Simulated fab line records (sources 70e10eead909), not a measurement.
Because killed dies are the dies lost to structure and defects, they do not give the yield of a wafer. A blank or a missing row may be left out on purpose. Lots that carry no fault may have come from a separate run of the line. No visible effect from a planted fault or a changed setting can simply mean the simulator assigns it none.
Chamber matching / flow nand harc / NHARC_A_M0_ETCH_34 on rie diel-10: 4 sister chambers
The step etches the open film in N2/H2, target depth 40 nm, overetch 12 nm, time 43.94 s. 8 wafers are shown with their chamber, then 9 later ones without.

## WAFERS, EACH WITH ITS CHAMBER
wafer=L078.1; chamber=3; showerhead plenum p Torr (Torr)=2.04; drypump motor current A (A)=6.6
wafer=L080.1; chamber=1; showerhead plenum p Torr (Torr)=2.18; drypump motor current A (A)=5.5
wafer=L080.2; chamber=0; showerhead plenum p Torr (Torr)=2.03; drypump motor current A (A)=5.5
wafer=L084.2; chamber=0; showerhead plenum p Torr (Torr)=2.03; drypump motor current A (A)=5.5
wafer=L084.4; chamber=1; showerhead plenum p Torr (Torr)=2.18; drypump motor current A (A)=5.4
wafer=L091.1; chamber=2; showerhead plenum p Torr (Torr)=2.16; drypump motor current A (A)=5.8
wafer=L091.4; chamber=3; showerhead plenum p Torr (Torr)=2.03; drypump motor current A (A)=6.6
wafer=L091.6; chamber=2; showerhead plenum p Torr (Torr)=2.16; drypump motor current A (A)=5.8

## WAFERS MISSING THEIR CHAMBER
wafer=L093.1; showerhead plenum p Torr (Torr)=2.18; drypump motor current A (A)=5.4
wafer=L093.3; showerhead plenum p Torr (Torr)=2.03; drypump motor current A (A)=6.6
wafer=L093.4; showerhead plenum p Torr (Torr)=2.16; drypump motor current A (A)=5.8
wafer=L095.1; showerhead plenum p Torr (Torr)=2.18; drypump motor current A (A)=5.4
wafer=L095.2; showerhead plenum p Torr (Torr)=2.03; drypump motor current A (A)=6.7
wafer=L095.3; showerhead plenum p Torr (Torr)=2.16; drypump motor current A (A)=5.8
wafer=L097.2; showerhead plenum p Torr (Torr)=2.03; drypump motor current A (A)=6.6
wafer=L097.3; showerhead plenum p Torr (Torr)=2.18; drypump motor current A (A)=5.5
wafer=L097.4; showerhead plenum p Torr (Torr)=2.16; drypump motor current A (A)=5.8

## THE CHAMBER EACH PASSED THROUGH
wafer=L093.1; from the rows above=1; in truth=1
wafer=L093.3; from the rows above=3; in truth=3
wafer=L093.4; from the rows above=2; in truth=2
wafer=L095.1; from the rows above=1; in truth=1
wafer=L095.2; from the rows above=3; in truth=3
wafer=L095.3; from the rows above=2; in truth=2
wafer=L097.2; from the rows above=3; in truth=3
wafer=L097.3; from the rows above=1; in truth=1
wafer=L097.4; from the rows above=2; in truth=2
Correct placement for 9 of the 9. Number that these rows cannot place: 0. Wrongly placed: 0.
How it was worked out, from the rows above alone: a wafer's distance from a chamber is the root of the sum, over the readings, of the square of ((its reading less the chamber's mean) divided by the reading's scatter). If the next closest chamber is less than 2 further off than the closest, the wafer can't be placed; otherwise it belongs to the closest. The mean given for a chamber averages the wafers shown for that chamber. The scatter: the root of (the sum of the squares of (reading less its chamber's mean) over the shown wafers, divided by (wafers less chambers)).
